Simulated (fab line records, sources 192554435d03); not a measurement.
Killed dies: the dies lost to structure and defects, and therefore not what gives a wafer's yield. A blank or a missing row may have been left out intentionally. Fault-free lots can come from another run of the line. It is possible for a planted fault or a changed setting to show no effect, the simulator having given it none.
Split-lot experiment + flow n5_finfet + 7 lots, 21 wafers read, on a route of 1938 steps

== THE SPLIT ==
At N5_FIN_SAQP_HM_DEP_03 (deposits SiNx from SiH4/NH3/N2, target thk 38 nm, time 33.6 s), the setting time_s was moved away from the recipe's 33.6 s on 4 of the 21 wafers read, by -10.7% to -6.0%. All remaining wafers had this setting at the recipe value.

== FROM THE SPLIT TO THE READING: what the file shows between them, 17 steps ==
- N5_FIN_SAQP_THK_MEAS_05
- N5_FIN_SAQP_PECVD_48: deposits SiNx from SiH4/NH3/N2, target thk 25 nm, time 22.1 s (also split here: time_s)
- N5_FIN_SAQP_SPACER1_ALD_24: deposits SiO2, target thk 20.3 nm, pulse time 1 s, purge time 2 s (also split here: ald_cycles)
- N5_FIN_SAQP_SPACER1_ETCHBACK_25: etches SiO2 in CHF3/O2, target depth 24.4 nm, time 12.2 s
- N5_FIN_SAQP_MANDREL1_REMOVE_56: chemistry HBr/Cl2/O2, target a-Si, stops on SiNx, bt time 10 s
- N5_FIN_SAQP_CD_MEAS_27: target cd 20 nm
- N5_FIN_SAQP_ETCH_57: etches SiNx in CH3F/O2, target depth 32.5 nm, time 46.4 s
- N5_FIN_SAQP_ETCH_65: etches SiO2 in CF4, target depth 4 nm, time 4.4 s (also split here: time_s)
- N5_FIN_SAQP_MANDREL_ETCH_58: etches a-Si in HBr/Cl2, stops on SiNx, target depth 45 nm, bt time 10 s, time 27 s
- N5_FIN_SAQP_RECESS_63: chemistry HF/NH3, target SiO2, target depth 18 nm, afs cycles 3, sublimation time 60 s
- N5_FIN_SAQP_MANDREL2_REMOVE_60: chemistry HBr/Cl2/O2, target a-Si, stops on SiNx, bt time 10 s
- N5_FIN_SAQP_HM_OPEN_33: chemistry CH3F/O2, target SiNx, target depth 49.4 nm, time 70.6 s
- N5_FIN_SAQP_ETCH_34: etches SiO2 in C4F6/O2, target depth 45 nm, time 15 s
- N5_FIN_SAQP_STRIP_77: strips in N2/H2, time 90 s
- N5_FIN_SAQP_ETCH_64: etches SiO2 in CF4, target depth 1.5 nm
- N5_FIN_SAQP_FIN_ETCH_36: etches the open film in HBr/Cl2/O2, target depth 120 nm, time 50.4 s
- N5_FIN_SAQP_PRECLEAN_38: cleans in O3/DIW, time 45 s

== THE READING ==
SiNx_of_FIN_SAQP_HM_DEP_03.thk_nm (the simulator's own value, which no gauge read), in nm, at N5_FIN_SAQP_PRECLEAN_45 (cleans in dHF, time 10 s). No usual value for it is given in the file. The 17 wafers here that ran the recipe average 20.9 nm, standard deviation 0.38 nm.

| wafer  | tool, chamber at the split | time_s as run, s | against the recipe | SiNx_of_FIN_SAQP_HM_DEP_03.thk_nm, nm | against lot-mates on the recipe |
|--------|----------------------------|------------------|--------------------|---------------------------------------|---------------------------------|
| L074.2 | pecvd-04, 1                | 33.6             | recipe             | 20.6                                  | -                               |
| L074.3 | pecvd-04, 0                | 33.6             | recipe             | 21.4                                  | -                               |
| L074.5 | pecvd-04, 1                | 33.6             | recipe             | 21.2                                  | -                               |
| L075.3 | pecvd-04, 0                | 33.6             | recipe             | 20.4                                  | -                               |
| L075.4 | pecvd-04, 2                | 33.6             | recipe             | 21.2                                  | -                               |
| L075.5 | pecvd-04, 0                | 33.6             | recipe             | 21.2                                  | -                               |
| L078.1 | pecvd-04, 0                | 33.6             | recipe             | 20.8                                  | -                               |
| L078.4 | pecvd-04, 0                | 33.6             | recipe             | 20.8                                  | -                               |
| L078.3 | pecvd-04, 2                | 31.57            | -6.0%              | 18.8                                  | -2.0                            |
| L080.1 | pecvd-04, 1                | 33.6             | recipe             | 20.8                                  | -                               |
| L080.4 | pecvd-04, 0                | 33.6             | recipe             | 21.4                                  | -                               |
| L080.6 | pecvd-04, 2                | 33.6             | recipe             | 21.4                                  | -                               |
| L086.3 | pecvd-01, 2                | 33.6             | recipe             | 20.8                                  | -                               |
| L086.5 | pecvd-01, 2                | 33.6             | recipe             | 21.4                                  | -                               |
| L086.6 | pecvd-01, 0                | 30.45            | -9.4%              | 17.6                                  | -3.5                            |
| L091.1 | pecvd-03, 2                | 33.6             | recipe             | 20.8                                  | -                               |
| L091.2 | pecvd-03, 0                | 30               | -10.7%             | 16                                    | -4.8                            |
| L091.4 | pecvd-03, 2                | 30               | -10.7%             | 17.6                                  | -3.2                            |
| L097.1 | pecvd-01, 0                | 33.6             | recipe             | 20.4                                  | -                               |
| L097.3 | pecvd-01, 2                | 33.6             | recipe             | 20.2                                  | -                               |
| L097.5 | pecvd-01, 0                | 33.6             | recipe             | 20.8                                  | -                               |

THE FIT
A straight line over all 21 wafers: SiNx_of_FIN_SAQP_HM_DEP_03.thk_nm changes by +0.374 nm for each +1% of time_s; r = +0.96; the points scatter about the line by 0.45 nm.
The same after taking each lot's own level away (the mean of its wafers on the recipe; 21 wafers): +0.37 nm for each +1%; r = +0.97; scatter 0.38 nm.
That fit puts the effect of the largest move of time_s on the reading at 4 nm.
From 20.47 to 21.20 nm: that is the span of the lots' own levels, equal to 1.9 times the standard deviation above.
The two slopes agree, so the slope changes little with the lot-to-lot level.
Check: for one of the wafers moved furthest among these (-10.7%), held out of the fit, the line's prediction against its lot-mates is -3.55 nm. It came out at -4.8 nm against them.

== THE OTHER SPLITS THESE WAFERS WENT THROUGH ==
Other splits were also applied to these wafers ahead of the reading. Each is held against what the fit with the lots' levels taken away leaves over:
| other split on the same wafers        | wafers away from the commonest value | r with SiNx_of_FIN_SAQP_HM_DEP_03.thk_nm (lot level and that fit taken away) |
|---------------------------------------|--------------------------------------|------------------------------------------------------------------------------|
| N5_ZERO_LAYER_ETCH_18 icp_w           | 6                                    | +0.03                                                                        |
| N5_FIN_SAQP_PECVD_48 time_s           | 9                                    | -0.04                                                                        |
| N5_FIN_SAQP_SPACER1_ALD_24 ald_cycles | 6                                    | -0.20                                                                        |
| N5_FIN_SAQP_ETCH_65 time_s            | 7                                    | -0.20                                                                        |

== THE WHOLE CHAIN: every reading that the file lists as answering this split, in the file's order ==
| step                    | what it does                                                         | reading                                                                            | change (the file's fit)               | r (the file's) |
|-------------------------|----------------------------------------------------------------------|------------------------------------------------------------------------------------|---------------------------------------|----------------|
| N5_FIN_SAQP_HM_DEP_03   | deposits SiNx from SiH4/NH3/N2, target thk 38 nm, time 33.6 s        | SiNx_of_FIN_SAQP_HM_DEP_03.thk_nm (the simulator's own value, which no gauge read) | +0.382 nm for each +1% of the setting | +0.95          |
| N5_FIN_SAQP_THK_MEAS_05 |                                                                      | thk_nm                                                                             | withheld for each +1% of the setting  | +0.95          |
| N5_FIN_SAQP_HM_OPEN_33  | chemistry CH3F/O2, target SiNx, target depth 49.4 nm, time 70.6 s    | etch.depth_nm (the simulator's own value, which no gauge read)                     | +0.385 nm for each +1% of the setting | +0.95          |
| N5_FIN_SAQP_ETCH_34     | etches SiO2 in C4F6/O2, target depth 45 nm, time 15 s                | SiNx_of_FIN_SAQP_HM_DEP_03.thk_nm (the simulator's own value, which no gauge read) | +0.401 nm for each +1% of the setting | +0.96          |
| N5_FIN_SAQP_ETCH_64     | etches SiO2 in CF4, target depth 1.5 nm                              | SiNx_of_FIN_SAQP_HM_DEP_03.thk_nm (the simulator's own value, which no gauge read) | +0.387 nm for each +1% of the setting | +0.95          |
| N5_FIN_SAQP_FIN_ETCH_36 | etches the open film in HBr/Cl2/O2, target depth 120 nm, time 50.4 s | SiNx_of_FIN_SAQP_HM_DEP_03.thk_nm (the simulator's own value, which no gauge read) | +0.357 nm for each +1% of the setting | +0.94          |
| N5_FIN_SAQP_PRECLEAN_45 | cleans in dHF, time 10 s                                             | SiNx_of_FIN_SAQP_HM_DEP_03.thk_nm (the simulator's own value, which no gauge read) | +0.367 nm for each +1% of the setting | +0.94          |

== THE FILE'S OWN FIT ==
SiNx_of_FIN_SAQP_HM_DEP_03.thk_nm changes by +0.367 nm for each +1% of time_s, r = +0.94.
